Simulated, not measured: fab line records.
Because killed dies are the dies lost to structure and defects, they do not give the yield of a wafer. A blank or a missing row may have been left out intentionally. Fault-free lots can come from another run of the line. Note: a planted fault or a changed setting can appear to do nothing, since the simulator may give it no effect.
fab line records | flow nandHarc
record: lots: 7 wafers: 21 lastDay: 24
route steps=1159 shown A_SLIT@802 A_SIN_REMOVE@804 A_WL_FILL@809 END@1159
lots with no fault: from the same line, run without faults
startH: the number of hours between the record's first day and the start of the first shown wafer of the lot | waitH: time in hours since the lot's previous step | " unchanged from the row above | L1.1+2: one row covering several wafers at once | - value missing, or start not given | * or withheld: withheld | < > ~ a bound
route shown NAME@n: NAME is a module with steps in the file, n the number in the route of the first one | usual: mean/standard deviation of fault-free wafers | same: alike in all rows | chamber/n: place in a boat | sites: readings site by site | _std_site: standard deviation of those values | _edge_site: mean of outer sites minus mean of inner sites | radiusMm: how far each site lies from the wafer's centre | mask NAME#n: copy n | behind: the last tool/chamber to shape the wafer | hold: reason for holding the lot/hours on hold/outcome of the hold | device: the transistor (n, p or np) that didn't switch | end of line: the route-end tests of the same wafers | a step without rows: its recipe alone | killed: count of dies lost to structure and defects at first sort (not the wafer's yield) | map: the dies of a wafer, with x for killed, . for not killed, _ for no die there
set.NAME: setting as actually run; set.NAME@STEP: the setting as run at that earlier step | model.NAME: the simulator's own value behind a step, which no gauge read
lots at some steps of the route; a table a step, a row a wafer
services: the hour from which a tool's chamber was out of use, counted from the record's first day as startH (under 0 if before that day), plus the number of hours and why
== steps ==
step: NHARC_A_SLIT_SRD_20
step: NHARC_A_SLIT_CD_MEAS_21
usual: cdNm: 289.7/0.79
columns lot.wafer tool chamber startH waitH cdNm
L448.1 cdSem-01 - 324.68 - 289.5
L448.3 " - " " 289.8
L448.4 " - " " 289.9
L449.2 cdSem-01 - 333.07 - 290.2
L449.3 " - " " 289.8
L449.4 " - " " 290.4
L451.1 cdSem-03 - 334.75 - 289.9
L451.4 " - " " 290.1
L451.6 " - " " 289.7
L450.1 cdSem-01 - 336.07 - 290.2
L450.3 " - " " 290.5
L450.5 " - " " 289.8
L463.3 cdSem-03 - 408.60 - 287.6
L463.4 " - " " 289.8
L463.6 " - " " 289.6
L468.2 cdSem-03 - 432.46 - 290.0
L468.5 " - " " 288.9
L468.6 " - " " 289.9
L469.4 cdSem-03 - 457.21 - 290.7
L469.5 " - " " 289.5
L469.6 " - " " 290.4
step: NHARC_A_SIN_REMOVE_WET_00
recipe: tempC: 160 timeS: 15300 chemistry: H3PO4
step: NHARC_A_SIN_REMOVE_PRECLEAN_01
recipe: timeS: * tempC: 50 bathAgeMin: 0 chemistry: SC1
step: NHARC_A_SIN_REMOVE_SRD_02
step: NHARC_A_SIN_REMOVE_INSPECT_04
usual: rawDefectCount: 303/81
columns lot.wafer tool chamber startH waitH rawDefectCount
L448.1 defectInspect-02 - 332.41 0.0 249
L448.3 " - " " 360
L448.4 " - " " 200
L449.2 defectInspect-01 - 340.77 0.0 360
L449.3 " - " " 493
L449.4 " - " " 449
L451.1 defectInspect-01 - 340.79 0.0 261
L451.4 " - " " 188
L451.6 " - " " 188
L450.1 defectInspect-02 - 343.72 0.0 301
L450.3 " - " " 267
L450.5 " - " " 303
L463.3 defectInspect-02 - 416.19 0.0 242
L463.4 " - " " 295
L463.6 " - " " 176
L468.2 defectInspect-02 - 440.05 0.0 219
L468.5 " - " " 275
L468.6 " - " " 338
L469.4 defectInspect-02 - 464.43 0.0 252
L469.5 " - " " 315
L469.6 " - " " 365
step: NHARC_A_WL_FILL_ALD_00
recipe: targetThkA: 30 pulseTimeS: 3 aldCycles: 30 tempC: 300 material: Al2O3
usual: heaterPowerW: 492/69 precursorPulseHeightRel: 1.000/0.02 susceptorTempC: 300.00/0.21
columns lot.wafer tool chamber startH waitH heaterPowerW precursorPulseHeightRel susceptorTempC
L448.3 aldHk-03 3 334.68 2.3 388 0.976 300.23
L448.4 " 0 " " 465 0.995 300.03
L448.1 " 2 " " 506 0.990 299.81
L449.2 aldHk-01 1 341.00 0.2 441 0.991 300.11
L449.3 " 3 " " 599 0.998 300.09
L449.4 " 0 " " 416 0.985 300.06
L451.4 aldHk-01 2 341.17 0.4 505 1.016 299.81
L451.1 " 1 " " 431 1.000 299.84
L451.6 " 2 " " 518 0.994 300.03
L450.3 aldHk-02 0 344.47 0.7 409 1.011 299.77
L450.1 " 1 " " 539 1.025 300.03
L450.5 " 2 " " 519 1.004 299.92
L463.3 aldHk-01 1 417.01 0.8 444 1.015 -
L463.4 " 2 " " 530 0.986 -
L463.6 " 1 " " 433 0.997 -
L468.2 aldHk-02 3 440.20 0.1 569 1.001 300.09
L468.6 " 0 " " 398 1.028 300.26
L468.5 " 1 " " 557 0.969 300.04
L469.4 aldHk-01 2 466.52 2.1 513 0.963 299.78
L469.5 " 3 " " 588 1.015 300.22
L469.6 " 0 " " 380 1.025 300.10
step: NHARC_A_WL_FILL_RTA_01
recipe: tempC: 1000 timeS: 5
usual: lampPowerPct: 26.0/2.9 lamp_zone_5_pct: 26.0/2.9 lamp_zone_7_pct: 26.4/2.9 wafer_temp_C_max: 1003.2/0.92
same: timeS: 5
columns lot.wafer tool chamber startH waitH lampPowerPct lamp_zone_5_pct lamp_zone_7_pct wafer_temp_C_max
L448.1 rtpAnneal-01 0 334.96 - 28.9 28.9 29.4 1002.6
L448.3 " 0 " " 28.9 28.9 29.4 1002.2
L448.4 " 0 " " 28.9 28.9 29.4 1002.5
L449.2 rtpAnneal-01 0 341.30 - 29.0 28.9 29.3 1002.5
L449.3 " 0 " " 29.0 28.9 29.4 1002.6
L449.4 " 0 " " 28.9 28.9 29.4 1002.8
L451.1 rtpAnneal-02 0 341.44 - 23.1 23.1 23.5 1002.8
L451.4 " 0 " " 23.2 23.2 23.5 1003.0
L451.6 " 0 " " 23.2 23.2 23.6 1003.1
L450.1 rtpAnneal-02 0 344.68 - 23.2 23.2 23.5 1004.5
L450.3 " 0 " " 23.2 23.1 23.5 1003.5
L450.5 " 0 " " 23.2 23.2 23.5 1003.4
L463.3 rtpAnneal-01 0 417.53 - 28.9 28.9 29.3 1003.1
L463.4 " 0 " " 28.9 28.9 29.4 1002.9
L463.6 " 0 " " 28.9 28.9 29.4 1002.3
L468.2 rtpAnneal-01 0 440.41 - 28.9 28.9 29.3 1002.4
L468.5 " 0 " " 28.9 28.8 29.4 1002.8
L468.6 " 0 " " 28.9 28.9 29.4 1003.2
L469.4 rtpAnneal-02 0 466.79 - 23.2 23.2 23.5 1003.9
L469.5 " 0 " " 23.2 23.1 23.6 1004.4
L469.6 " 0 " " 23.2 23.2 23.5 1005.1
step: NHARC_A_WL_FILL_ALD_02
recipe: targetThkA: 20 pulseTimeS: 3 aldCycles: 100 tempC: 450 material: TiN
usual: heaterPowerW: 1032/99 precursorPulseHeightRel: 1.000/0.019 susceptorTempC: 450.02/0.25
columns lot.wafer tool chamber startH waitH heaterPowerW precursorPulseHeightRel susceptorTempC
L448.1 aldMetal-01 1 335.22 0.2 999 1.009 449.62
L448.3 " 2 " " 1001 1.002 450.30
L448.4 " 0 " " 1095 1.025 450.04
L449.2 aldMetal-01 1 341.49 0.2 992 0.994 -
L449.3 " 2 " " 1010 1.044 -
L449.4 " 0 " " 1056 0.989 -
L451.1 aldMetal-04 0 341.73 0.3 1023 1.027 450.37
L451.4 " 1 " " 994 0.998 450.09
L451.6 " 2 " " 1087 0.974 450.31
L450.3 aldMetal-01 1 344.90 0.1 1028 1.016 -
L450.1 " 0 " " 1060 1.005 -
L450.5 " 2 " " 1016 1.013 -
L463.3 aldMetal-03 2 417.72 0.2 1259 1.001 449.85
L463.4 " 0 " " 918 1.003 450.34
L463.6 " 2 " " 1245 0.986 449.85
L468.2 aldMetal-04 3 440.63 0.2 953 0.984 450.22
L468.6 " 2 " " 1120 0.976 450.01
L468.5 " 3 " " 939 0.998 450.10
L469.4 aldMetal-03 0 466.99 0.2 876 1.014 449.69
L469.5 " 2 " " 1247 1.003 450.13
L469.6 " 3 " " 957 1.018 449.99
step: NHARC_A_WL_FILL_CVD_03
recipe: targetThkA: 400 tempC: 300 pressureTorr: 40 wf6FlowSccm: 40 h2FlowSccm: 1600 arFlowSccm: 1560 timeS: 3302 material: W
usual: heaterPowerW: 436/30 susceptorTempC: 299.97/0.17 throttleValvePct: 8.22/0.23
same: timeS: 3302
columns lot.wafer tool chamber startH waitH heaterPowerW susceptorTempC throttleValvePct
L448.1 cvdW-01 0 339.01 3.4 427 300.11 8.07
L448.3 " 0 " " 417 300.17 8.23
L448.4 " 1 " " 469 299.89 8.15
L449.2 cvdW-02 0 344.05 2.2 380 299.94 8.54
L449.3 " 1 " " 422 300.02 8.05
L449.4 " 0 " " 374 300.02 8.54
L451.1 cvdW-01 0 345.94 3.9 433 299.92 8.36
L451.4 " 0 " " 429 299.98 8.50
L451.6 " 0 " " 428 300.06 8.08
L450.1 cvdW-01 0 349.72 4.4 436 300.04 7.96
L450.3 " 0 " " 435 300.26 8.06
L450.5 " 0 " " 429 299.98 8.29
L463.3 cvdW-01 1 419.11 1.0 468 299.98 8.75
L463.4 " 0 " " 428 299.77 8.08
L463.6 " 0 " " 446 300.01 8.41
L468.2 cvdW-01 0 443.92 2.9 446 - 8.24
L468.5 " 1 445.32 4.3 477 - 8.40
L468.6 " 0 " " 430 - 8.22
L469.4 cvdW-01 1 473.15 5.9 465 300.12 8.36
L469.6 " 0 " " 427 299.84 8.38
L469.5 " 1 " " 481 299.90 8.51
step: NHARC_A_WL_FILL_ETCHBACK_04
recipe: targetDepthA: 600 timeS: 120 chemistry: NF3
usual: chamberPressureMTorr: 300.02/0.27 drypumpMotorCurrentA: 5.7/0.35 oesProductAu: 0.999/0.008 timeS: 120/0
columns lot.wafer tool chamber startH waitH chamberPressureMTorr drypumpMotorCurrentA oesProductAu rfHoursCounterH timeS
L448.1 rieMetal-01 0 342.31 2.8 300.29 5.7 0.991 0.0 120
L448.3 " 0 " " 300.02 5.7 0.984 - 120
L448.4 " 1 " " 300.62 5.6 0.998 - 120
L449.2 rieMetal-01 1 346.93 2.4 - - - - -
L449.3 " 0 " " - - - - -
L449.4 " 1 " " - - - - -
L451.1 rieMetal-02 0 349.33 2.9 - - - - -
L451.4 " 1 " " - - - - -
L451.6 " 1 " " - - - - -
L450.1 rieMetal-02 0 352.61 2.4 - - - - -
L450.3 " 0 " " - - - - -
L450.5 " 0 " " - - - - -
L463.4 rieMetal-02 0 421.56 1.5 299.97 4.9 1.006 - 120
L463.3 " 1 " " 300.17 6.1 0.995 - 120
L463.6 " 1 " " 299.49 6.1 0.992 - 120
L468.2 rieMetal-03 1 446.77 2.4 299.42 5.7 1.000 4.9 120
L468.6 " 0 " " 299.91 6.0 0.978 - 120
L468.5 " 1 " " 300.12 5.7 0.999 - 120
L469.4 rieMetal-02 1 475.18 1.6 299.93 6.1 1.009 - 120
L469.6 " 0 " " 300.38 4.9 1.007 - 120
L469.5 " 1 " " 299.88 6.1 1.006 - 120
step: NHARC_A_WL_FILL_ETCHBACK_05
recipe: targetDepthA: 220 timeS: 60 tempC: 40 chemistry: Cl2/BCl3
usual: chamberPressureMTorr: 10.000/0.0085 drypumpMotorCurrentA: 5.7/0.36 oesProductAu: 0.997/0.007
same: timeS: 60
columns lot.wafer tool chamber startH waitH chamberPressureMTorr drypumpMotorCurrentA oesProductAu rfHoursCounterH
L448.1 rieMetal-01 1 342.57 0.2 10.005 5.5 1.011 0.1
L448.4 " 0 " " 9.990 5.7 1.004 -
L448.3 " 1 " " 10.004 5.5 1.013 -
L449.2 rieMetal-01 1 347.13 0.2 10.002 5.5 1.015 0.4
L449.4 " 1 " " 9.987 5.5 1.002 -
L449.3 " 0 " " 9.996 5.7 1.001 -
L451.1 rieMetal-02 1 349.54 0.2 10.002 6.1 1.004 3.9
L451.4 " 0 " " 9.999 4.9 0.999 -
L451.6 " 1 " " 9.992 6.1 0.994 -
L450.1 rieMetal-02 1 352.92 0.3 10.013 6.1 1.008 4.2
L450.3 " 1 " " 9.984 6.1 0.999 -
L450.5 " 0 " " 10.017 4.9 0.988 -
L463.4 rieMetal-02 1 421.75 0.2 9.989 6.1 0.994 -
L463.3 " 0 " " 10.013 4.9 1.008 -
L463.6 " 0 " " 10.000 5.0 0.996 -
L468.2 rieMetal-03 1 446.99 0.2 10.000 5.7 0.998 5.1
L468.5 " 0 " " 9.995 6.0 0.995 -
L468.6 " 1 " " 9.994 5.7 0.995 -
L469.4 rieMetal-02 0 475.35 0.1 10.012 4.9 0.999 -
L469.5 " 1 " " 10.010 6.1 1.003 -
L469.6 " 0 " " 9.987 4.9 1.005 -
step: NHARC_END_SORT_01
recipe: tempC: 25
usual: killedAtArray: 27/8 killedAtOther: 0.8/1.2 killedAtPeriphery: 3.3/2.3 killedDies: 31/8.8 killedOpen: 3.2/2.1 killedShort: 2.1/1.4
same: grossDies: 677
columns lot.wafer tool chamber startH waitH killedAtArray killedAtOther killedAtPeriphery killedDies killedOpen killedShort
L451.1 prober-01 0 461.49 2.5 672 1 4 677 2 2
L451.4 prober-01 0 463.91 3.4 675 0 2 677 1 1
L451.6 prober-01 0 465.53 4.0 674 0 3 677 4 1
L449.2 prober-02 0 462.35 2.8 675 1 1 677 6 0
L449.3 prober-02 0 463.15 3.1 675 0 2 677 3 1
L449.4 prober-02 0 463.95 3.4 674 1 2 677 3 0
L450.1 prober-01 0 469.32 2.5 675 0 2 677 3 0
L450.3 prober-01 0 470.93 3.1 676 0 1 677 1 1
L450.5 prober-01 0 472.55 3.7 672 1 4 677 5 2
killed by level:class
L451.1 A_WL_FILL:areaEtchback=664 A_STAIRCASE:chamberFilmFlake=4 P_STI:chamberFilmFlake=2 P_CONTACT:geometricParticle:short=1 P_M0:geometricParticle:open=1 A_SGD_CUT:geometricParticle:short=1 A_WL_FILL:geometricParticle:open=1 A_SLIT:chamberFilmFlake=1
L449.2 A_WL_FILL:areaEtchback=642 A_STAIRCASE:chamberFilmFlake=7 A_SLIT:chamberFilmFlake=7 A_CONTACT:chamberFilmFlake=7 A_CHANNEL_FILL_D1:chamberFilmFlake=5 A_CONTACT:geometricParticle:open=3 A_CHANNEL_HOLE_D1:chamberFilmFlake=2 P_CONTACT:geometricParticle:open=1
L449.3 A_WL_FILL:areaEtchback=644 A_SGD_CUT:chamberFilmFlake=7 A_CONTACT:chamberFilmFlake=6 A_CHANNEL_HOLE_D1:chamberFilmFlake=5 A_STAIRCASE:chamberFilmFlake=4 A_SLIT:chamberFilmFlake=3 A_M0:geometricParticle:open=2 A_CHANNEL_FILL_D1:chamberFilmFlake=2
L451.4 A_WL_FILL:areaEtchback=654 A_SLIT:chamberFilmFlake=8 A_STAIRCASE:chamberFilmFlake=5 P_STI:chamberFilmFlake=2 A_CHANNEL_HOLE_D1:chamberFilmFlake=2 A_CONTACT:chamberFilmFlake=2 A_WL_FILL:geometricParticle:short=1 A_M0:geometricParticle:open=1
L449.4 A_WL_FILL:areaEtchback=644 A_SLIT:chamberFilmFlake=9 A_CONTACT:chamberFilmFlake=8 A_STAIRCASE:chamberFilmFlake=6 A_CHANNEL_FILL_D1:geometricParticle:open=3 P_ZERO_WELL:chamberFilmFlake=2 A_CHANNEL_HOLE_D1:chamberFilmFlake=2 A_CHANNEL_FILL_D1:chamberFilmFlake=1
L451.6 A_WL_FILL:areaEtchback=650 A_SLIT:chamberFilmFlake=10 A_STAIRCASE:chamberFilmFlake=6 A_CONTACT:chamberFilmFlake=2 A_CHANNEL_FILL_D1:geometricParticle:open=1 A_STAIRCASE:geometricParticle:short=1 A_SGD_CUT:geometricParticle:open=1 A_CONTACT:geometricParticle:open=1
L450.1 A_WL_FILL:areaEtchback=659 A_CHANNEL_HOLE_D1:chamberFilmFlake=9 A_STAIRCASE:chamberFilmFlake=4 P_CONTACT:geometricParticle:open=1 A_CONTACT:geometricParticle:open=1 A_M1:geometricParticle:open=1 P_ZERO_WELL:chamberFilmFlake=1 A_CONTACT:chamberFilmFlake=1
L450.3 A_WL_FILL:areaEtchback=648 A_CHANNEL_HOLE_D1:chamberFilmFlake=13 A_STAIRCASE:chamberFilmFlake=6 A_SLIT:chamberFilmFlake=3 A_CONTACT:chamberFilmFlake=3 A_SGD_CUT:geometricParticle:short=1 A_CONTACT:geometricParticle:open=1 P_ZERO_WELL:chamberFilmFlake=1
L450.5 A_WL_FILL:areaEtchback=649 A_CHANNEL_HOLE_D1:chamberFilmFlake=9 A_CONTACT:chamberFilmFlake=4 A_M1:geometricParticle:open=3 A_STAIRCASE:chamberFilmFlake=2 P_M1:geometricParticle:short=1 A_WL_FILL:geometricParticle:short=1 A_CONTACT:geometricParticle:open=1
map L449.2 (x killed, . not)
____________x____________
_________xxxxxxx_________
_______xxxxxxxxxxx_______
______xxxxxxxxxxxxx______
_____xxxxxxxxxxxxxxx_____
____xxxxxxxxxxxxxxxxx____
____xxxxxxxxxxxxxxxxx____
___xxxxxxxxxxxxxxxxxxx___
___xxxxxxxxxxxxxxxxxxx___
__xxxxxxxxxxxxxxxxxxxxx__
__xxxxxxxxxxxxxxxxxxxxx__
_xxxxxxxxxxxxxxxxxxxxxxx_
_xxxxxxxxxxxxxxxxxxxxxxx_
_xxxxxxxxxxxxxxxxxxxxxxx_
_xxxxxxxxxxxxxxxxxxxxxxx_
_xxxxxxxxxxxxxxxxxxxxxxx_
xxxxxxxxxxxxxxxxxxxxxxxxx
xxxxxxxxxxxxxxxxxxxxxxxxx
xxxxxxxxxxxxxxxxxxxxxxxxx
xxxxxxxxxxxxxxxxxxxxxxxxx
xxxxxxxxxxxxxxxxxxxxxxxxx
_xxxxxxxxxxxxxxxxxxxxxxx_
_xxxxxxxxxxxxxxxxxxxxxxx_
_xxxxxxxxxxxxxxxxxxxxxxx_
_xxxxxxxxxxxxxxxxxxxxxxx_
_xxxxxxxxxxxxxxxxxxxxxxx_
__xxxxxxxxxxxxxxxxxxxxx__
__xxxxxxxxxxxxxxxxxxxxx__
___xxxxxxxxxxxxxxxxxxx___
___xxxxxxxxxxxxxxxxxxx___
____xxxxxxxxxxxxxxxxx____
____xxxxxxxxxxxxxxxxx____
_____xxxxxxxxxxxxxxx_____
______xxxxxxxxxxxxx______
_______xxxxxxxxxxx_______
_________xxxxxxx_________
____________x____________
map L450.1 (x killed, . not)
____________x____________
_________xxxxxxx_________
_______xxxxxxxxxxx_______
______xxxxxxxxxxxxx______
_____xxxxxxxxxxxxxxx_____
____xxxxxxxxxxxxxxxxx____
____xxxxxxxxxxxxxxxxx____
___xxxxxxxxxxxxxxxxxxx___
___xxxxxxxxxxxxxxxxxxx___
__xxxxxxxxxxxxxxxxxxxxx__
__xxxxxxxxxxxxxxxxxxxxx__
_xxxxxxxxxxxxxxxxxxxxxxx_
_xxxxxxxxxxxxxxxxxxxxxxx_
_xxxxxxxxxxxxxxxxxxxxxxx_
_xxxxxxxxxxxxxxxxxxxxxxx_
_xxxxxxxxxxxxxxxxxxxxxxx_
xxxxxxxxxxxxxxxxxxxxxxxxx
xxxxxxxxxxxxxxxxxxxxxxxxx
xxxxxxxxxxxxxxxxxxxxxxxxx
xxxxxxxxxxxxxxxxxxxxxxxxx
xxxxxxxxxxxxxxxxxxxxxxxxx
_xxxxxxxxxxxxxxxxxxxxxxx_
_xxxxxxxxxxxxxxxxxxxxxxx_
_xxxxxxxxxxxxxxxxxxxxxxx_
_xxxxxxxxxxxxxxxxxxxxxxx_
_xxxxxxxxxxxxxxxxxxxxxxx_
__xxxxxxxxxxxxxxxxxxxxx__
__xxxxxxxxxxxxxxxxxxxxx__
___xxxxxxxxxxxxxxxxxxx___
___xxxxxxxxxxxxxxxxxxx___
____xxxxxxxxxxxxxxxxx____
____xxxxxxxxxxxxxxxxx____
_____xxxxxxxxxxxxxxx_____
______xxxxxxxxxxxxx______
_______xxxxxxxxxxx_______
_________xxxxxxx_________
____________x____________
== services ==
columns tool chamber startH hours kind
cvdW-02 - 320.47 2.3 repair
rieMetal-03 0 320.76 19.5 repair
aldMetal-03 - 322.00 10.0 pm
aldHk-03 - 324.68 10.0 pm
rieMetal-01 - 332.00 9.0 pm
aldMetal-01 3 333.17 3.5 repair
rieMetal-02 0 356.35 4.9 repair
cvdW-02 - 378.62 13.0 pm
rieMetal-02 - 388.00 9.0 pm
rieMetal-02 0 388.00 9.0 ventCycle
rieMetal-02 1 388.00 9.0 ventCycle
rieMetal-02 0 397.00 - clean
rieMetal-02 1 397.00 - clean
aldMetal-04 3 401.87 16.3 repair
aldMetal-04 - 406.00 10.0 pm
rieMetal-01 - 407.74 3.7 repair
rieMetal-02 1 441.49 3.3 repair
aldHk-03 - 448.05 0.7 repair
rieMetal-03 - 453.00 9.0 pm
aldMetal-03 - 454.71 0.6 repair
aldMetal-01 - 458.00 10.0 pm
aldHk-02 - 464.63 10.0 pm
cvdW-01 - 474.57 13.0 pm
cvdW-01 0 474.57 13.0 ventCycle
== key ==
firstSign: step: NHARC_A_WL_FILL_ETCHBACK_04 reading: toolRecord direction: missing
effect: step: NHARC_END_SORT_01 reading: killedAtArray direction: up sigmas: 81 usual: 27 struck: 674
moreKillsBornAt: NHARC_A_WL_FILL_ETCHBACK_04@rieMetal-02: 3924 NHARC_A_WL_FILL_ETCHBACK_04@rieMetal-01: 1927
metAt NHARC_A_WL_FILL_ETCHBACK_04
struckWafers L449.2,L449.3,L449.4,L450.1,L450.3,L450.5,L451.1,L451.4,L451.6
laterRowsLeftOut L449.2,L449.3,L449.4,L450.1,L450.3,L450.5,L451.1,L451.4,L451.6
testerLeftOut L449,L450,L451
onsetBetween 342.31 346.93
fault: kind: skippedStepWhole tool: rieMetal-01,rieMetal-02 chamber: - onsetH: 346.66 steps: NHARC_A_WL_FILL_ETCHBACK_04 scope: struckLotsOnly
testerLeftOut: of these lots the tester's yield and bins aren't shown, on N5 and GAA mostly nor the transistor test; their killed dies are dies lost to structure and defects alone, not to doping, threshold or leakage, so they don't give the yield
laterRowsLeftOut: the simulator's readings of these wafers behind a module that went badly wrong aren't trusted and aren't shown, but for the sort
